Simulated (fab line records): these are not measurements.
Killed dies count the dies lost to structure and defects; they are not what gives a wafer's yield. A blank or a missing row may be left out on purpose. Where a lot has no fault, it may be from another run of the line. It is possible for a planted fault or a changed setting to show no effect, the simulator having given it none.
fab line records | flow n5Finfet
record: lots: 5 | wafers: 12 | lastDay: 16
route steps=1938 shown MOL_CONTACT_COAG@547 BEOL_M4@1111
lots that met no fault: from a run of the same line without faults
startH: start of the lot's first displayed wafer, in hours after the record's first day | waitH: hours elapsed since this lot's preceding step | " the same as in the row above | L1.1+2: a single row standing in for several wafers | - value missing, or start not given | * or withheld: withheld | < > ~ a bound
route shown NAME@n: names a module that has steps shown in the file, with the first one's number in the route | usual: mean and standard deviation over wafers with no fault | same: alike in all rows | chamber/n: place in a boat | sites: readings site by site | _std_site: their standard deviation | _edge_site: the outer-site mean with the inner-site mean subtracted | radiusMm: for every site, how far away it sits from the centre of the wafer | mask NAME#n: copy n | behind: tool/chamber where the wafer was last shaped | hold: why the lot was held/for how many hours/how that ended | device: the n, p or np transistor that did not switch | end of line: the tests these same wafers got at the end of their route | step lacking rows: just its recipe | killed: at the first sort, the dies lost to defects and structure; wafer yield is something else | map: a wafer's dies, marking killed ones x, the rest . and places with no die _
set.NAME: the setting as run; set.NAME@STEP: as run at that earlier step | model.NAME: the simulator's own value behind a step, which no gauge read
lots seen at some steps along the route; tables by step, rows by wafer
services: from which hour (startH, from the record's first day; less than 0 if before it) a tool's chamber was out of use, for how many hours, and why
== steps ==
step: N5_MOL_CONTACT_COAG_SPUTTER_143
recipe: material: Co | targetThkA: 25 | tempC: 25 | chamberPressurePa: 0.2
step: N5_MOL_CONTACT_COAG_CO_FILL_22
recipe: material: Co | targetThkA: 200 | tempC: 200 | precursor: CCTBA/H2 | pressureTorr: 30
step: N5_MOL_CONTACT_COAG_ANNEAL_113
recipe: tempC: 400 | timeS: 300 | ambient: H2/N2
step: N5_MOL_CONTACT_COAG_PRE_CLEAN_142
recipe: gas: H2/He | timeS: 60 | tempC: 300
step: N5_MOL_CONTACT_COAG_SPUTTER_130
recipe: material: Co | targetThkA: 475 | tempC: 25 | chamberPressurePa: 0.5 | powerW: 3000
step: N5_MOL_CONTACT_COAG_PRECLEAN_125
recipe: chemistry: DIW | timeS: 57.5 | tempC: 23
step: N5_MOL_CONTACT_COAG_SRD_126
recipe: dryTimeS: 32 | dry: n2Spin | spinRpm: 1500
step: N5_MOL_CONTACT_COAG_CMP_23
recipe: stopOn: SiO2 | tOverpolishS: 1.5 | postCmpClean: cuAlkaline | downForcePsi: 2 | platenRpm: 50.289 | padVelocityMS: 1.0006 | targetThkNm: 0
step: N5_MOL_CONTACT_COAG_WET_ETCH_26
recipe: target: Co | targetDepthNm: 13
step: N5_MOL_CONTACT_COAG_WET_ETCH_116
recipe: chemistry: SC1-inhibited | targetDepthNm: 4.6 | dry: ipaMarangoni | rinseTimeS: 30 | rinseTempC: 23
step: N5_MOL_CONTACT_COAG_ALD_27
recipe: material: SiOC | targetThkA: 170 | tempC: 400 | aldPrecursorFamily: carbosiloxane | aldCoReactant: H2-plasma | pulseTimeS: 1.5 | timeS: 2720 | purgeTimeS: 2 | coReactantPurgeTimeS: 2 | aldCycles: 340 | pressureTorr: 2
usual: aldCycles: 340/0 | heaterPowerW: 838/86 | precursorPulseHeightRel: 1.000/0.019 | runLengthS: 2769.8/0.57 | timeS: 2720/0
lot.wafer | tool      | chamber | startH | waitH | aldCycles | heaterPowerW | precursorPulseHeightRel | runLengthS | timeS | model.SiOC_of_MOL_CONTACT_COAG_ALD_27.thkNm
L802.4    | aldSin-01 | 1       | 94.92  | 0.0   | 340       | 760          | 1.011                   | 2769.7     | 2720  | 17
L802.5    | "         | 2       | "      | "     | 340       | 827          | 1.007                   | 2769.5     | 2720  | 16.8
L802.6    | "         | 1       | "      | "     | 340       | 799          | 1.002                   | 2770.2     | 2720  | 17
L811.1    | aldSin-01 | 2       | 150.90 | 0.0   | 340       | 827          | 0.994                   | 2769.4     | 2720  | 16.8
L811.6    | "         | 1       | "      | "     | 262       | 777          | 1.014                   | 2145.9     | 2096  | 13.2
L813.1    | aldSin-01 | 3       | 165.52 | 0.8   | 340       | 960          | 0.998                   | 2768.7     | 2720  | 16.8
L813.6    | "         | 2       | "      | "     | 262       | 815          | 1.006                   | 2145.3     | 2096  | 13
L814.2    | aldSin-01 | 1       | 172.47 | 0.0   | 340       | 787          | 1.030                   | 2770.6     | 2720  | 17
L814.6    | "         | 0       | "      | "     | 262       | 792          | 1.016                   | 2145.4     | 2096  | 13
L819.2    | aldSin-04 | 0       | 196.93 | 0.7   | 340       | 650          | 0.971                   | 2769.0     | 2720  | 17
L819.4    | "         | 2       | "      | "     | 340       | 984          | 0.992                   | 2770.3     | 2720  | 17
L819.5    | "         | 3       | "      | "     | 340       | 689          | 1.010                   | 2769.6     | 2720  | 17.2
step: N5_MOL_CONTACT_COAG_CMP_28
recipe: stopOn: SiNx | tOverpolishS: 0.85 | postCmpClean: alkalineBrush | downForcePsi: 4.15 | platenRpm: 51.8 | padVelocityMS: 1.0307 | targetThkNm: 14.522
step: N5_MOL_CONTACT_COAG_ALD_123
recipe: material: SiNx | targetThkA: 50 | tempC: 400 | aldPrecursorFamily: SiH2I2 | aldCoReactant: N2/H2-plasma | pulseTimeS: 1 | purgeTimeS: 2 | coReactantPurgeTimeS: 2 | aldCycles: 100 | pressureTorr: 2
step: N5_MOL_CONTACT_COAG_PECVD_31
recipe: material: SiO2 | targetThkA: 460 | tempC: 400 | precursor: TEOS/O2 | pressureTorr: 6.5 | rfW: withheld | teosFlowSccm: withheld | gas: O2 | flowSccm: 2650 | timeS: 8.9
step: N5_MOL_CONTACT_COAG_COAT_75
recipe: resist: SOC | tempC: 250 | timeS: 60 | spinRpm: 1500 | resistThkNm: 60
step: N5_MOL_CONTACT_COAG_COAT_76
recipe: resist: SiARC | tempC: 220 | timeS: 60 | spinRpm: 1500 | resistThkNm: 10
step: N5_MOL_CONTACT_COAG_COAT_77
recipe: resist: underlayer | tempC: 205 | timeS: 60 | spinRpm: 1500 | resistThkNm: 10
step: N5_MOL_CONTACT_COAG_COAT_78
recipe: resist: CAR-EUV | spinRpm: 1500 | resistThkNm: 40
step: N5_MOL_CONTACT_COAG_EBR_80
recipe: solvent: PGMEA | ebrWidthMm: 1.5
step: N5_MOL_CONTACT_COAG_SOFTBAKE_79
recipe: tempC: 110 | timeS: 60 | resist: CAR-EUV
step: N5_MOL_CONTACT_COAG_EXPOSE_81
recipe: maskId: VG | na: 0.33 | sourceShape: annular | sigmaInner: 0.3 | sigmaOuter: 0.7 | polarization: unpolarized | defocusNm: 0 | doseMj: 59.5
step: N5_MOL_CONTACT_COAG_PEB_82
recipe: pebTempC: 100 | pebTimeS: 60 | resist: CAR-EUV
step: N5_MOL_CONTACT_COAG_DEVELOP_83
recipe: developTimeS: 30 | developer: TMAH | resist: CAR-EUV | rinseLiquid: surfactantRinse | dry: airSpin | devTempC: 23
step: N5_MOL_CONTACT_COAG_DESCUM_88
recipe: chemistry: O2 | timeS: 7 | sourcePowerW: 50 | biasPowerW: 20 | pressureMtorr: 20 | rfFrequencyHz: 2.712e+07 | tempC: 40 | resist: CAR-EUV | o2FlowSccm: 225
step: N5_MOL_CONTACT_COAG_ETCH_89
recipe: chemistry: N2/H2 | target: underlayer | targetDepthA: 130 | maskMaterial: CAR-EUV | timeS: 10.4 | ionEnergyEv: 200 | pressureMtorr: 30 | sourceW: 840 | biasW: 150 | n2FlowSccm: 200 | h2FlowSccm: 200 | ends: cleared
step: N5_MOL_CONTACT_COAG_ETCH_90
recipe: chemistry: CF4 | target: SiARC | targetDepthA: 130 | maskMaterial: CAR-EUV | timeS: 21.7 | ionEnergyEv: 80 | pressureMtorr: 40 | sourceW: 545 | biasW: 36 | Ar_flow_sccm: 100 | cf4FlowSccm: 100 | ends: cleared
step: N5_MOL_CONTACT_COAG_ALD_131
recipe: material: SiO2 | targetThkA: 50 | tempC: 100 | aldPrecursorFamily: BDEAS | aldCoReactant: O2-plasma | pulseTimeS: 1 | coReactantPulseTimeS: 1 | purgeTimeS: 2 | coReactantPurgeTimeS: 2 | aldCycles: 35 | pressureTorr: 2
step: N5_MOL_CONTACT_COAG_ETCHBACK_132
recipe: chemistry: CHF3 | target: SiO2 | targetDepthA: 100 | timeS: 6.7 | ionEnergyEv: 200 | pressureMtorr: 30 | sourceW: 610 | biasW: 170 | Ar_flow_sccm: 200 | CHF3_flow_sccm: 50
step: N5_MOL_CONTACT_COAG_ETCH_91
recipe: chemistry: N2/H2 | target: SOC | targetDepthA: 600 | overetchA: 210 | maskMaterial: SiARC | tempC: 40 | timeS: 101.2 | ionEnergyEv: 200 | pressureMtorr: 30 | sourceW: 840 | biasW: 150 | n2FlowSccm: 200 | h2FlowSccm: 200
step: N5_MOL_CONTACT_COAG_STRIP_92
recipe: chemistry: N2/H2 | tempC: 40 | n2FlowSccm: 200 | h2FlowSccm: 200 | rfFrequencyHz: 6e+07
step: N5_MOL_CONTACT_COAG_STRIP_93
recipe: chemistry: N2/H2 | tempC: 40 | n2FlowSccm: 200 | h2FlowSccm: 200 | rfFrequencyHz: 6e+07
step: N5_MOL_CONTACT_COAG_ETCHBACK_135
recipe: chemistry: CHF3 | target: SiO2 | targetDepthA: 250 | timeS: 16.7 | ionEnergyEv: 200 | pressureMtorr: 30 | sourceW: 610 | biasW: 170 | Ar_flow_sccm: 200 | CHF3_flow_sccm: 50
step: N5_MOL_CONTACT_COAG_STRIP_118
recipe: chemistry: CHF3 | resist: SiARC | rfFrequencyHz: 6e+07
step: N5_MOL_CONTACT_COAG_VIA_ETCH_46
recipe: chemistry: C4F6/O2 | targetDepthA: 460 | overetchA: 92 | maskMaterial: SOC | target: SiO2 | biasW: 455 | pressureMtorr: 10 | timeS: 40 | sourceW: 325 | Ar_flow_sccm: 300 | C4F6_flow_sccm: 10 | O2_flow_sccm: 10 | ionEnergyEv: 575.3 | ends: endPoint
step: N5_MOL_CONTACT_COAG_STRIP_96
recipe: chemistry: N2/H2 | powerW: 500 | tempC: 40 | pressureMtorr: 50 | rfFrequencyHz: 6e+07 | overashFraction: 0.3 | biasPowerW: 28 | h2Frac: 0.5 | n2FlowSccm: 300 | h2FlowSccm: 300
step: N5_MOL_CONTACT_COAG_ETCH_47
recipe: chemistry: CH3F/O2 | target: SiNx | targetDepthA: 270 | maskMaterial: SiO2 | stopOn: W | overEtchFrac: 0.2 | ionEnergyEv: 120 | endpoint: OES-CN | pressureMtorr: 30 | sourceW: 395 | biasW: 73 | Ar_flow_sccm: 150 | CH3F_flow_sccm: 30 | O2_flow_sccm: 20 | ends: endPoint
step: N5_MOL_CONTACT_COAG_ETCH_48
recipe: chemistry: C4F6/O2 | targetDepthA: 150 | overetchA: 45 | maskMaterial: SOC | target: SiOC | biasW: 465 | pressureMtorr: 10 | timeS: 17 | sourceW: 335 | Ar_flow_sccm: 300 | C4F6_flow_sccm: 10 | O2_flow_sccm: 10 | ionEnergyEv: 576
usual: drypumpMotorCurrentA: 5.7/0.54 | oesProductAu: 0.65/0.067 | rfFwdPowerW: 332.3/1.6 | rfVppV: 1609/23 | showerheadPlenumPTorr: 2.89/0.082 | throttleValvePct: 40.6/0.34
same: timeS: 17
lot.wafer | tool       | chamber | startH | waitH | drypumpMotorCurrentA | oesProductAu | rfFwdPowerW | rfHoursCounterH | rfVppV | showerheadPlenumPTorr | throttleValvePct | model.etch.depthNm
L802.4    | rieDiel-06 | 1       | 100.89 | 0.0   | 5.2                  | 0.63         | 328.2       | 129             | 1581   | 2.87                  | 40.6             | 13.86
L802.5    | "          | 1       | "      | "     | 5.1                  | 0.64         | 329.5       | -               | 1579   | 2.87                  | 40.7             | 14.13
L802.6    | "          | 0       | "      | "     | 4.9                  | 0.67         | 333.6       | -               | 1612   | 2.77                  | 40.4             | 11.92
L811.1    | rieDiel-05 | 2       | 156.02 | 0.0   | 5.1                  | 0.59         | 333.9       | 209             | 1632   | 2.96                  | 40.7             | 14.44
L811.6    | "          | 3       | "      | "     | 5.7                  | 0.69         | 334.0       | -               | 1590   | 3.00                  | 40.1             | 13.1
L813.1    | rieDiel-01 | 3       | 170.57 | 0.0   | 5.3                  | 0.64         | 330.5       | 202             | 1616   | 2.94                  | 41.7             | 15.93
L813.6    | "          | 3       | "      | "     | 5.3                  | 0.57         | 331.2       | -               | 1614   | 2.94                  | 41.6             | 13.03
L814.2    | rieDiel-05 | 0       | 177.99 | 0.0   | 6.6                  | 0.57         | 329.9       | 238             | 1594   | 2.82                  | 40.8             | 14.56
L814.6    | "          | 1       | "      | "     | 5.7                  | 0.63         | 330.4       | -               | 1647   | 2.97                  | 40.7             | 13.01
L819.2    | rieDiel-06 | 1       | 202.26 | 0.0   | 5.2                  | 0.64         | 330.0       | 157             | 1579   | 2.85                  | 40.7             | 14.68
L819.4    | "          | 3       | "      | "     | 5.8                  | 0.58         | 332.0       | 169             | 1585   | 2.82                  | 40.2             | 13.17
L819.5    | "          | 0       | "      | "     | 4.9                  | 0.71         | 333.3       | -               | 1611   | 2.76                  | 40.4             | 14.75
step: N5_BEOL_M4_RC_MEAS_101
usual: DIBL_N: 35.8/1.6 | DIBL_P: 36.0/2.1 | IOFF_N: 0.153/0.026 | IOFF_P: 0.21/0.037 | ION_N: 673/11 | ION_P: 462/7.6 | SS_N: 71.4/0.53 | SS_P: 73.2/0.67 | VT_N: 250/3.2 | VT_P: -250/3.7
lot.wafer | tool      | chamber | startH | waitH | DIBL_N[mV/V] | DIBL_P[mV/V] | IOFF_N[nA/um] | IOFF_P[nA/um] | ION_N[uA/um] | ION_P[uA/um] | SS_N[mV/dec] | SS_P[mV/dec] | VT_N[mV] | VT_P[mV]
L802.4    | prober-02 | 0       | 169.88 | 0.5   | 33.7         | 34.6         | 0.130         | 0.19          | 675          | 469          | 70.5         | 72.6         | 251      | -250
L802.5    | "         | 0       | "      | "     | 36.0         | 37.8         | 0.163         | 0.24          | 694          | 477          | 71.3         | 72.8         | 247      | -248
L802.6    | "         | 0       | "      | "     | 32.9         | 33.0         | 0.114         | 0.16          | 670          | 460          | 70.0         | 72.0         | 252      | -254
L811.1    | prober-01 | 0       | 224.79 | 0.0   | 36.6         | 37.9         | 0.170         | 0.24          | 686          | 473          | 71.9         | 73.9         | 247      | -249
L811.6    | "         | 0       | "      | "     | 36.4         | 37.6         | 0.168         | 0.22          | 688          | 469          | 71.9         | 72.6         | 246      | -248
L814.2    | prober-02 | 0       | 240.85 | 0.2   | 34.3         | 34.2         | 0.139         | 0.19          | 684          | 462          | 71.4         | 72.5         | 250      | -249
L814.6    | "         | 0       | "      | "     | 35.5         | 36.5         | 0.165         | 0.24          | 690          | 473          | 71.1         | 73.1         | 246      | -246
L813.1    | prober-01 | 0       | 245.27 | 0.0   | 35.3         | 36.0         | 0.160         | 0.18          | 678          | 456          | 71.4         | 73.2         | 249      | -252
L813.6    | "         | 0       | "      | "     | 36.8         | 37.9         | 0.188         | 0.20          | 684          | 451          | 72.5         | 73.9         | 247      | -252
L819.2    | prober-01 | 0       | 276.04 | 0.2   | 36.5         | 38.1         | 0.170         | 0.22          | 676          | 474          | 71.2         | 74.0         | 249      | -250
L819.4    | "         | 0       | "      | "     | 32.1         | 32.4         | 0.097         | 0.14          | 646          | 445          | 70.9         | 72.8         | 257      | -258
L819.5    | "         | 0       | "      | "     | 33.8         | 34.6         | 0.127         | 0.17          | 657          | 454          | 71.2         | 73.0         | 253      | -255
== services ==
tool       | chamber | startH | hours | kind
rieDiel-06 | 3       | 73.64  | 6.6   | repair
rieDiel-05 | 2       | 80.74  | 5.5   | repair
rieDiel-05 | 0       | 110.92 | 6.6   | repair
rieDiel-06 | 1       | 116.06 | 7.0   | repair
rieDiel-01 | 1       | 140.38 | -     | clean
rieDiel-01 | 1       | 140.38 | -     | consumableReplace:focusRing
rieDiel-01 | 1       | 140.38 | 15.4  | scheduledDown
rieDiel-01 | 1       | 140.38 | 15.4  | ventCycle
aldSin-04  | -       | 176.81 | 14.0  | pm
aldSin-04  | 0       | 176.81 | 14.0  | ventCycle
aldSin-04  | 1       | 176.81 | 14.0  | ventCycle
aldSin-04  | 2       | 176.81 | 14.0  | ventCycle
aldSin-04  | 3       | 176.81 | 14.0  | ventCycle
aldSin-04  | 0       | 190.81 | -     | clean
aldSin-04  | 1       | 190.81 | -     | clean
aldSin-04  | 2       | 190.81 | -     | clean
aldSin-04  | 3       | 190.81 | -     | clean
rieDiel-01 | 1       | 194.65 | 3.8   | repair
== key ==
firstSign: step: N5_MOL_CONTACT_COAG_ALD_27 | reading: aldCycles | direction: down | sigmas: 99+ | usual: * | struck: *
effect: step: N5_MOL_CONTACT_COAG_ALD_27 | reading: timeS | direction: down | sigmas: 99+ | usual: * | struck: *
modelEffect: step: N5_MOL_CONTACT_COAG_ALD_27 | value: SiOC_of_MOL_CONTACT_COAG_ALD_27.thkNm | without: 17 | struck: 13.07
modelEffect: step: N5_MOL_CONTACT_COAG_ETCH_48 | value: etch.depthNm | without: 14.86 | struck: 13.05
metAt N5_MOL_CONTACT_COAG_ALD_27
struckWafers L811.6,L813.6,L814.6
onsetBetween 94.92 150.90
fault: kind: processParameterDrift | tool: aldSin-01 | chamber: - | onsetH: 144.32 | steps: N5_MOL_CONTACT_COAG_ALD_27 | channel: aldCycles | offset: * | shape: step | endH: 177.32 | scope: struckWafersOnly | actsIn: * | stated: *
